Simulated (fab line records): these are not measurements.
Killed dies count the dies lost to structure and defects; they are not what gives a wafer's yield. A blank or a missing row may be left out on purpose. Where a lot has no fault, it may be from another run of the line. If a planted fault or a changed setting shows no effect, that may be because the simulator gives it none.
fab line records	flow nandHarc	part 1 of 2: steps 1 to 4 of 6
record lots=24	wafers=72	lastDay=24
route steps=1159 shown A_STAIRCASE@699 A_SGD_CUT@776 A_SLIT@779 A_WL_FILL@815
lots untouched by any fault: they come from a run of this same line in which no faults occurred
startH: hours from the record's opening day to when the first of the lot's shown wafers began	waitH: hours from the lot's prior step to this one	" same as the row above	L1.1+2: a single row standing in for several wafers	- no value, or no start was given	* or withheld: withheld	< > ~ a bound
route shown NAME@n: a module of which the file shows steps, and the number in the route of the first	usual: mean and standard deviation over wafers with no fault	same: alike in all rows	chamber/n: place in a boat	sites: each site's reading	_std_site: the values' standard deviation	_edge_site: inner sites' mean taken away from outer sites' mean	radiusMm: for every site, how far away it sits from the centre of the wafer	mask NAME#n: copy n	behind: the most recent tool/chamber to have shaped the wafer	hold: the reason the lot was held/the length of the hold in hours/how it ended	device: transistor that didn't switch, given as n, p or np	end of line: at the end of the route, the tests of the same wafers	a step with no rows: only its recipe	killed: dies lost to structure and defects at the first sort, not the wafer's yield	map: dies across one wafer; x = killed, . = not, _ = none there
set.NAME: setting as actually run; set.NAME@STEP: the setting as run at that earlier step	model.NAME: the simulator's own value behind a step, which no gauge read
steps of the route over a sample of lots; a table a step, a row a wafer
services: a tool's chamber out of use, with start hour (startH, from the record's first day; less than 0 if before it), hours out, and reason
## steps
# step NHARC_A_STAIRCASE_ETCHBACK_416
# recipe targetDepthA=360	timeS=7.2	c4f8FlowSccm=withheld	o2FlowSccm=8	arFlowSccm=withheld	rfW=600	biasW=800	chemistry=C4F8/O2/Ar
# usual oesProductAu=0.930/0.016	rfVppV=725/3.7
lot.wafer	tool	chamber	startH	waitH	oesProductAu	rfHoursCounterH	rfVppV
L075.2	rieDiel-07	1	-	-	0.926	13	724
L075.1	"	3	"	"	0.932	12	724
L075.5	"	1	"	"	0.934	-	723
L074.1	rieDiel-07	2	-	-	0.915	15	727
L074.4	"	1	"	"	0.920	-	723
L074.6	"	2	"	"	0.924	-	725
L076.1	rieDiel-07	3	-	-	0.921	15	723
L076.4	"	1	"	"	0.918	-	725
L076.6	"	1	"	"	0.930	-	725
L078.1	rieDiel-07	1	-	-	0.922	18	725
L078.2	"	3	"	"	0.933	15	724
L078.3	"	1	"	"	0.932	-	725
L077.2	rieDiel-07	3	-	-	0.930	16	724
L077.1	"	1	"	"	0.924	19	724
L077.6	"	1	"	"	0.928	-	724
L079.4	rieDiel-02	0	-	-	0.929	51	719
L079.2	"	1	"	"	0.918	49	719
L079.6	"	1	"	"	0.922	-	718
L080.3	rieDiel-02	3	-	-	0.927	53	726
L080.4	"	3	"	"	0.932	-	726
L080.5	"	1	"	"	0.924	-	718
L081.2	rieDiel-07	2	-	-	0.917	25	726
L081.1	"	3	"	"	0.931	28	724
L081.6	"	1	"	"	0.932	-	724
L082.1	rieDiel-02	1	-	-	0.925	61	717
L082.5	"	0	"	"	0.927	-	720
L082.6	"	1	"	"	0.928	-	719
L083.3	rieDiel-06	2	-	-	0.926	24	731
L083.1	"	3	"	"	0.913	24	728
L083.5	"	2	"	"	0.937	-	729
L084.3	rieDiel-06	0	-	-	1.003	22	729
L084.6	"	0	"	"	1.002	-	730
L084.5	"	1	"	"	1.004	-	723
L087.2	rieDiel-06	2	-	-	0.936	33	731
L087.1	"	3	"	"	0.927	34	727
L087.4	"	0	"	"	0.928	30	729
L086.4	rieDiel-02	0	-	-	0.927	2	719
L086.1	"	1	"	"	0.933	2	717
L086.2	"	2	"	"	0.926	1	730
L085.1	rieDiel-02	3	-	-	0.920	2	727
L085.3	"	1	"	"	0.920	2	718
L085.5	"	3	"	"	0.919	-	727
L088.4	rieDiel-06	0	-	-	0.926	33	728
L088.3	"	1	"	"	0.934	37	723
L088.1	"	2	"	"	0.932	36	729
L089.4	rieDiel-06	3	-	-	0.920	38	729
L089.3	"	0	"	"	0.924	34	728
L089.5	"	2	"	"	0.920	-	730
L090.4	rieDiel-02	3	-	-	0.920	5	727
L090.3	"	0	"	"	0.923	5	720
L090.1	"	1	"	"	0.924	5	718
L091.1	rieDiel-07	0	-	-	0.929	46	727
L091.2	"	1	"	"	0.920	43	723
L091.3	"	2	"	"	0.922	47	725
L092.1	rieDiel-07	3	-	-	0.930	54	723
L092.4	"	0	"	"	0.940	51	728
L092.5	"	1	"	"	0.933	-	724
L095.2	rieDiel-07	3	-	-	0.934	61	723
L095.1	"	0	"	"	0.926	57	726
L095.3	"	1	"	"	0.922	56	723
L096.4	rieDiel-02	0	-	-	0.935	18	720
L096.1	"	1	"	"	0.930	18	718
L096.3	"	3	"	"	0.934	19	727
L093.2	rieDiel-06	0	-	-	0.931	50	729
L093.4	"	1	"	"	0.930	54	722
L093.6	"	3	"	"	0.920	-	730
L094.3	rieDiel-07	3	-	-	0.927	62	722
L094.4	"	0	"	"	0.933	58	726
L094.6	"	2	"	"	0.932	-	727
L097.4	rieDiel-06	0	-	-	0.929	52	728
L097.1	"	1	"	"	0.930	56	722
L097.5	"	0	"	"	0.930	-	728
# step NHARC_A_STAIRCASE_ETCHBACK_422
# recipe targetDepthA=400	overEtchFrac=0.3	timeS=74.286	ionEnergyEv=120	ch3fFlowSccm=50	o2FlowSccm=30	arFlowSccm=200	rfW=500	biasW=100	chemistry=CH3F/O2
# usual drypumpMotorCurrentA=5.4/0.35	oesProductAu=0.96/0.037	rfVppV=245.2/1.5	showerheadPlenumPTorr=2.52/0.084	throttleValvePct=20.663/0.0099
# same overEtchFrac=0.3
lot.wafer	tool	chamber	startH	waitH	drypumpMotorCurrentA	oesProductAu	rfHoursCounterH	rfVppV	showerheadPlenumPTorr	throttleValvePct
L075.2	rieDiel-06	3	304.11	0.1	4.7	0.92	17	245.1	2.63	20.671
L075.1	"	1	"	"	5.2	0.93	19	245.1	2.48	20.666
L075.5	"	3	"	"	4.8	0.92	-	248.1	2.63	20.672
L077.1	rieDiel-06	2	315.39	0.2	5.3	1.01	22	247.9	2.63	20.667
L077.2	"	0	"	"	5.0	1.00	17	247.6	2.59	20.686
L077.6	"	2	"	"	5.3	1.00	-	246.4	2.63	20.653
L076.1	rieDiel-07	0	315.61	0.2	5.7	0.93	30	245.9	2.55	20.666
L076.4	"	1	"	"	5.6	0.93	35	244.5	2.47	20.675
L076.6	"	0	"	"	5.7	0.93	-	244.3	2.55	20.657
L074.1	rieDiel-06	3	316.02	0.3	4.8	0.92	22	246.7	2.63	20.662
L074.4	"	1	"	"	5.3	0.94	23	244.4	2.47	20.654
L074.6	"	0	"	"	5.0	0.92	-	246.0	2.59	20.645
L078.2	rieDiel-07	0	316.94	0.2	5.7	0.92	31	245.8	2.55	20.662
L078.1	"	1	"	"	5.6	0.93	36	244.3	2.47	20.675
L078.3	"	3	"	"	5.5	0.93	35	243.3	2.46	20.672
L079.2	rieDiel-06	1	326.29	0.2	5.3	0.93	27	242.6	2.47	20.649
L079.4	"	2	"	"	5.3	0.93	27	246.5	2.62	20.682
L079.6	"	0	"	"	5.0	0.94	-	246.8	2.58	20.675
L080.3	rieDiel-06	0	340.12	0.1	5.0	1.00	30	246.9	2.58	20.660
L080.4	"	2	"	"	5.3	1.00	33	248.4	2.62	20.659
L080.5	"	0	"	"	5.0	0.99	-	245.4	2.58	20.678
L081.2	rieDiel-02	3	349.45	0.1	6.1	1.00	4	246.3	2.53	20.669
L081.1	"	0	"	"	5.9	1.01	3	243.7	2.36	20.668
L081.6	"	0	"	"	5.8	0.99	-	243.3	2.36	20.663
L082.1	rieDiel-06	1	362.22	0.2	5.2	1.01	40	243.4	2.47	20.676
L082.6	"	0	"	"	5.0	1.00	-	244.1	2.58	20.660
L082.5	"	1	"	"	5.2	1.01	-	246.0	2.47	20.666
L083.3	rieDiel-07	3	362.50	0.2	5.5	0.93	51	244.4	2.45	20.658
L083.1	"	2	"	"	5.6	0.92	48	246.5	2.52	20.654
L083.5	"	3	"	"	5.5	0.93	-	243.8	2.45	20.666
L084.3	rieDiel-07	1	366.35	0.2	5.7	0.93	47	244.7	2.47	20.656
L084.6	"	2	"	"	5.6	0.93	-	245.8	2.52	20.678
L084.5	"	3	"	"	5.5	0.92	-	245.6	2.45	20.631
L086.1	rieDiel-07	1	379.44	0.1	5.6	1.01	52	244.3	2.47	20.670
L086.2	"	2	"	"	5.6	0.93	54	244.7	2.51	20.661
L086.4	"	3	"	"	5.4	0.93	-	243.9	2.45	20.658
L087.2	rieDiel-06	3	379.71	0.1	4.8	0.92	49	247.4	2.61	20.667
L087.1	"	0	"	"	5.0	0.92	44	245.2	2.58	20.671
L087.4	"	1	"	"	5.2	0.93	48	243.7	2.46	20.668
L085.3	rieDiel-06	1	386.51	0.1	5.2	0.98	50	244.5	2.46	20.666
L085.1	"	3	"	"	4.7	0.98	52	245.5	2.61	20.663
L085.5	"	1	"	"	5.3	0.98	-	244.9	2.46	20.682
L088.3	rieDiel-02	3	390.38	0.1	6.1	1.00	19	245.3	2.52	20.658
L088.4	"	1	"	"	5.5	1.00	18	243.3	2.32	20.662
L088.1	"	2	"	"	5.1	1.00	19	246.7	2.63	20.659
L090.3	rieDiel-07	3	400.45	0.2	5.5	0.99	65	244.4	2.45	20.686
L090.1	"	0	"	"	5.7	0.99	61	244.9	2.53	20.666
L090.4	"	1	"	"	5.6	1.00	61	245.2	2.46	20.672
L091.2	rieDiel-07	3	400.88	0.1	5.5	0.94	65	242.6	2.45	20.670
L091.3	"	0	"	"	5.7	0.92	62	245.0	2.53	20.674
L091.1	"	2	"	"	5.6	0.92	63	243.7	2.51	20.673
L089.3	rieDiel-02	2	402.30	0.1	5.1	1.00	25	246.4	2.63	20.657
L089.4	"	3	"	"	6.1	1.00	25	244.4	2.52	20.672
L089.5	"	1	"	"	5.5	1.01	-	244.2	2.32	20.656
L092.1	rieDiel-06	3	411.99	0.2	4.7	0.93	62	245.1	2.61	20.666
L092.4	"	0	"	"	5.0	0.93	57	247.6	2.57	20.663
L092.5	"	2	"	"	5.3	0.93	-	248.0	2.61	20.664
L096.1	rieDiel-06	0	431.01	0.1	5.0	1.02	3	244.5	2.57	20.663
L096.4	"	1	"	"	5.3	1.00	3	243.9	2.46	20.676
L096.3	"	3	"	"	4.7	1.00	3	246.7	2.61	20.663
L095.3	rieDiel-07	3	431.32	0.2	5.5	1.00	6	243.3	2.44	20.652
L095.1	"	0	"	"	5.7	1.01	7	243.8	2.53	20.642
L095.2	"	1	"	"	5.6	1.01	5	243.3	2.46	20.657
L094.3	rieDiel-07	3	432.14	0.1	5.5	0.98	7	244.6	2.44	20.662
L094.4	"	1	"	"	5.6	1.00	6	244.2	2.46	20.652
L094.6	"	3	"	"	5.4	1.00	-	244.0	2.45	20.679
L093.4	rieDiel-06	2	433.25	0.2	5.3	1.01	4	248.6	2.61	20.664
L093.2	"	3	"	"	4.8	1.00	4	246.9	2.61	20.657
L093.6	"	0	"	"	5.0	1.01	-	245.7	2.57	20.662
L097.4	rieDiel-02	3	444.03	0.2	6.1	0.92	40	245.2	2.51	20.677
L097.1	"	0	"	"	5.8	0.93	40	243.1	2.35	20.666
L097.5	"	1	"	"	5.5	0.92	-	242.1	2.31	20.643
# step NHARC_A_SGD_CUT_ETCHBACK_24
# recipe targetDepthA=500	overEtchFrac=0.3	timeS=92.857	ionEnergyEv=120	ch3fFlowSccm=50	o2FlowSccm=30	arFlowSccm=200	rfW=500	biasW=100	chemistry=CH3F/O2
# usual drypumpMotorCurrentA=5.8/0.49	oesProductAu=0.96/0.036	rfVppV=244.3/1.8	showerheadPlenumPTorr=2.46/0.13	throttleValvePct=20.663/0.0091
# same overEtchFrac=0.3
lot.wafer	tool	chamber	startH	waitH	drypumpMotorCurrentA	oesProductAu	rfHoursCounterH	rfVppV	showerheadPlenumPTorr	throttleValvePct
L075.1	rieDiel-12	2	313.63	0.1	5.8	0.99	10	244.8	2.37	20.661
L075.2	"	0	"	"	6.7	0.98	11	241.7	2.38	20.685
L075.5	"	3	"	"	5.7	0.99	-	245.3	2.54	20.664
L077.2	rieDiel-12	1	325.69	0.1	5.4	1.01	12	244.0	2.54	20.684
L077.1	"	3	"	"	5.7	1.01	13	245.6	2.54	20.655
L077.6	"	1	"	"	5.5	1.02	-	244.6	2.54	20.680
L076.4	rieDiel-10	0	325.70	0.1	6.3	0.92	11	246.5	2.64	20.658
L076.1	"	2	"	"	6.4	0.93	10	246.0	2.62	20.653
L076.6	"	1	"	"	5.3	0.92	-	242.1	2.30	20.675
L074.1	rieDiel-12	0	325.85	0.1	6.7	0.92	13	243.5	2.38	20.677
L074.4	"	0	"	"	6.7	0.92	-	243.2	2.38	20.658
L074.6	"	3	"	"	5.7	0.93	-	245.4	2.54	20.679
L078.2	rieDiel-10	0	325.86	0.2	6.4	0.93	11	247.5	2.64	20.661
L078.3	"	1	"	"	5.3	0.93	11	242.5	2.30	20.668
L078.1	"	2	"	"	6.4	0.92	10	246.8	2.62	20.646
L079.4	rieDiel-12	3	340.06	0.1	5.8	1.00	14	244.5	2.54	20.645
L079.2	"	0	"	"	6.7	1.00	14	244.7	2.38	20.658
L079.6	"	3	"	"	5.7	0.99	-	244.8	2.54	20.660
L080.3	rieDiel-12	1	349.04	0.2	5.5	1.01	14	245.4	2.54	20.660
L080.4	"	2	"	"	5.8	1.00	-	244.2	2.36	20.656
L080.5	"	1	"	"	5.4	1.00	-	245.1	2.54	20.672
L081.1	rieDiel-05	2	359.42	0.2	6.3	0.93	1	246.5	2.59	20.648
L081.2	"	0	"	"	5.3	0.92	1	243.5	2.46	20.650
L081.6	"	2	"	"	6.2	0.93	-	246.1	2.59	20.667
L083.3	rieDiel-10	0	370.47	0.1	6.3	1.01	0	246.8	2.64	20.669
L083.1	"	3	"	"	5.3	1.01	0	244.8	2.51	20.661
L083.5	"	1	"	"	5.3	1.00	-	242.5	2.30	20.668
L082.1	rieDiel-05	2	370.55	0.2	6.3	0.93	2	246.0	2.59	20.656
L082.6	"	3	"	"	5.6	0.92	-	241.8	2.29	20.655
L082.5	"	0	"	"	5.3	0.92	-	244.1	2.46	20.650
L084.3	rieDiel-10	3	376.11	0.2	5.3	0.99	0	245.9	2.51	20.665
L084.6	"	1	"	"	5.3	0.99	-	242.3	2.30	20.677
L084.5	"	2	"	"	6.4	0.98	-	245.5	2.62	20.652
L087.1	rieDiel-05	0	387.89	0.1	5.3	0.99	4	244.1	2.46	20.662
L087.4	"	2	"	"	6.3	1.00	4	245.9	2.59	20.661
L087.2	"	3	"	"	5.6	1.01	4	242.1	2.29	20.653
L086.1	rieDiel-10	2	387.91	0.2	6.4	0.94	1	246.5	2.62	20.657
L086.2	"	3	"	"	5.4	0.93	2	245.3	2.51	20.671
L086.4	"	0	"	"	6.3	0.93	2	246.0	2.64	20.666
L085.1	rieDiel-10	0	395.54	0.2	6.3	1.00	2	247.8	2.64	20.670
L085.3	"	3	"	"	5.3	1.00	2	244.7	2.51	20.663
L085.5	"	0	"	"	6.3	1.00	-	247.3	2.64	20.650
L088.3	rieDiel-05	0	398.95	0.1	5.3	0.93	6	243.6	2.46	20.669
L088.4	"	1	"	"	5.4	0.94	6	243.1	2.36	20.668
L088.1	"	3	"	"	5.7	0.94	5	241.5	2.28	20.654
L091.1	rieDiel-10	1	409.03	0.1	5.3	0.99	3	242.4	2.30	20.671
L091.3	"	3	"	"	5.3	1.00	3	244.1	2.51	20.667
L091.2	"	0	"	"	6.3	1.00	3	246.7	2.64	20.661
L090.1	rieDiel-05	3	409.05	0.2	5.6	0.92	7	241.3	2.28	20.668
L090.3	"	1	"	"	5.4	0.93	7	242.4	2.36	20.675
L090.4	"	3	"	"	5.7	0.92	-	242.5	2.28	20.660
L089.3	rieDiel-12	0	409.20	0.2	6.7	0.99	3	243.3	2.37	20.669
L089.4	"	1	"	"	5.4	0.99	2	246.3	2.54	20.686
L089.5	"	3	"	"	5.7	0.99	-	243.7	2.54	20.662
L092.4	rieDiel-05	0	426.38	0.2	5.3	0.91	8	244.9	2.46	20.658
L092.1	"	2	"	"	6.2	0.92	8	247.1	2.59	20.662
L092.5	"	0	"	"	5.4	0.92	-	244.4	2.46	20.673
L096.3	rieDiel-10	2	439.33	0.1	6.4	0.98	7	246.1	2.61	20.663
L096.1	"	1	"	"	5.3	0.99	7	242.2	2.30	20.655
L096.4	"	1	"	"	5.3	0.99	-	241.7	2.29	20.675
L095.2	rieDiel-05	2	439.35	0.1	6.3	1.00	10	246.6	2.59	20.667
L095.3	"	3	"	"	5.6	1.00	10	242.3	2.28	20.651
L095.1	"	0	"	"	5.3	0.99	10	243.5	2.46	20.658
L093.2	rieDiel-12	3	439.36	0.2	5.7	0.93	7	245.0	2.53	20.666
L093.6	"	2	"	"	5.8	0.93	-	242.6	2.36	20.672
L093.4	"	3	"	"	5.7	0.92	-	244.6	2.53	20.664
L094.3	rieDiel-05	3	439.47	0.1	5.6	1.00	10	241.2	2.28	20.667
L094.4	"	0	"	"	5.3	0.99	10	243.9	2.46	20.649
L094.6	"	0	"	"	5.3	0.99	-	243.9	2.46	20.665
L097.4	rieDiel-10	1	452.46	0.1	5.3	0.92	8	241.2	2.29	20.658
L097.1	"	0	"	"	6.3	0.92	8	246.6	2.64	20.675
L097.5	"	2	"	"	6.4	0.91	-	246.3	2.61	20.664
# step NHARC_A_SLIT_DEP_25
# recipe targetThkA=2000	tempC=400	pressureTorr=6.5	rfW=900	teosFlowSccm=161.4	flowSccm=2650	targetThkNm=200	gas=O2	material=SiO2
# usual heaterPowerW=574/77	susceptorTempC=399.99/0.21	throttleValvePct=15.9/0.65
lot.wafer	tool	chamber	startH	waitH	heaterPowerW	sinceWetCleanH	susceptorTempC	throttleValvePct
L075.1	pecvd-03	1	314.00	0.1	494	9	400.04	15.8
L075.2	"	2	"	"	725	9	400.13	16.4
L075.5	"	0	"	"	621	-	399.89	15.6
L076.1	pecvd-02	2	326.01	0.1	408	160	399.87	15.8
L076.4	"	1	"	"	456	-	400.03	16.8
L076.6	"	1	"	"	470	-	399.92	17.0
L077.1	pecvd-03	0	326.28	0.2	580	21	400.33	15.6
L077.2	"	1	"	"	491	21	400.03	16.0
L077.6	"	2	"	"	629	-	399.66	16.5
L078.1	pecvd-04	0	326.30	0.2	538	118	399.58	14.8
L078.3	"	1	"	"	541	118	400.00	15.8
L078.2	"	2	"	"	576	118	399.68	16.5
L074.1	pecvd-02	2	326.36	0.2	481	160	399.89	16.1
L074.4	"	1	"	"	561	-	400.12	16.9
L074.6	"	2	"	"	373	-	400.03	15.3
L079.2	pecvd-04	0	340.43	0.1	602	132	399.98	14.8
L079.6	"	1	"	"	639	-	399.79	15.8
L079.4	"	0	"	"	627	-	399.55	15.0
L080.3	pecvd-03	1	349.38	0.1	521	44	400.45	15.6
L080.4	"	1	"	"	546	-	400.22	15.7
L080.5	"	2	"	"	656	-	400.03	16.7
L081.1	pecvd-03	2	359.75	0.1	684	54	399.80	16.5
L081.2	"	0	"	"	631	54	399.74	16.0
L081.6	"	1	"	"	557	-	400.15	15.7
L083.1	pecvd-02	0	370.78	0.1	704	24	399.94	16.2
L083.3	"	2	"	"	511	24	399.99	15.5
L083.5	"	2	"	"	370	-	400.30	15.6
L082.1	pecvd-03	1	370.89	0.1	542	65	400.18	15.6
L082.5	"	2	"	"	719	-	399.86	16.2
L082.6	"	1	"	"	545	-	399.83	15.9
L084.3	pecvd-02	2	376.64	0.3	409	30	399.97	15.5
L084.5	"	2	"	"	427	-	399.99	15.6
L084.6	"	1	"	"	617	-	400.06	16.1
L087.1	pecvd-02	0	388.20	0.1	670	41	400.00	16.1
L087.2	"	2	"	"	472	41	399.89	15.3
L087.4	"	2	"	"	470	-	399.91	15.6
L086.1	pecvd-03	1	388.25	0.1	519	83	400.01	15.9
L086.2	"	2	"	"	588	83	399.99	16.7
L086.4	"	2	"	"	615	-	400.16	16.6
L085.1	pecvd-03	0	395.85	0.1	567	90	399.90	15.9
L085.3	"	2	"	"	587	90	400.29	16.6
L085.5	"	0	"	"	578	-	399.84	15.5
L088.3	pecvd-04	2	399.30	0.1	672	10	400.34	16.5
L088.1	"	0	"	"	523	10	400.11	14.2
L088.4	"	0	"	"	533	-	399.58	14.1
L091.2	pecvd-04	2	409.34	0.1	630	20	399.67	16.4
L091.3	"	0	"	"	578	20	400.05	14.1
L091.1	"	1	"	"	631	20	399.95	15.8
L089.3	pecvd-02	1	409.57	0.1	608	63	399.81	16.0
L089.5	"	0	"	"	641	-	400.08	16.3
L089.4	"	1	"	"	617	-	399.92	16.2
L090.1	pecvd-04	1	409.59	0.1	614	20	399.79	15.9
L090.3	"	0	"	"	599	20	400.46	14.2
L090.4	"	1	"	"	606	-	400.19	15.9
L092.1	pecvd-04	1	426.72	0.1	582	38	400.14	16.1
L092.4	"	0	"	"	607	-	399.99	14.4
L092.5	"	2	"	"	533	-	399.91	16.4
L093.2	pecvd-04	1	439.67	0.1	502	50	399.55	15.8
L093.4	"	2	"	"	620	-	399.85	16.3
L093.6	"	0	"	"	599	-	399.93	14.1
L096.1	pecvd-02	2	439.71	0.1	445	93	399.78	15.5
L096.3	"	0	"	"	591	93	400.26	16.4
L096.4	"	1	"	"	614	-	399.98	16.1
L095.1	pecvd-04	2	439.89	0.1	630	51	400.19	16.6
L095.3	"	0	"	"	643	51	399.71	14.3
L095.2	"	1	"	"	645	51	400.41	16.1
L094.3	pecvd-02	0	439.98	0.2	642	93	399.62	16.5
L094.4	"	1	"	"	541	-	400.34	16.1
L094.6	"	2	"	"	481	-	399.90	15.4
L097.1	pecvd-02	0	452.87	0.2	684	106	399.86	16.3
L097.5	"	0	"	"	712	-	399.93	16.2
L097.4	"	2	"	"	491	-	399.69	15.5
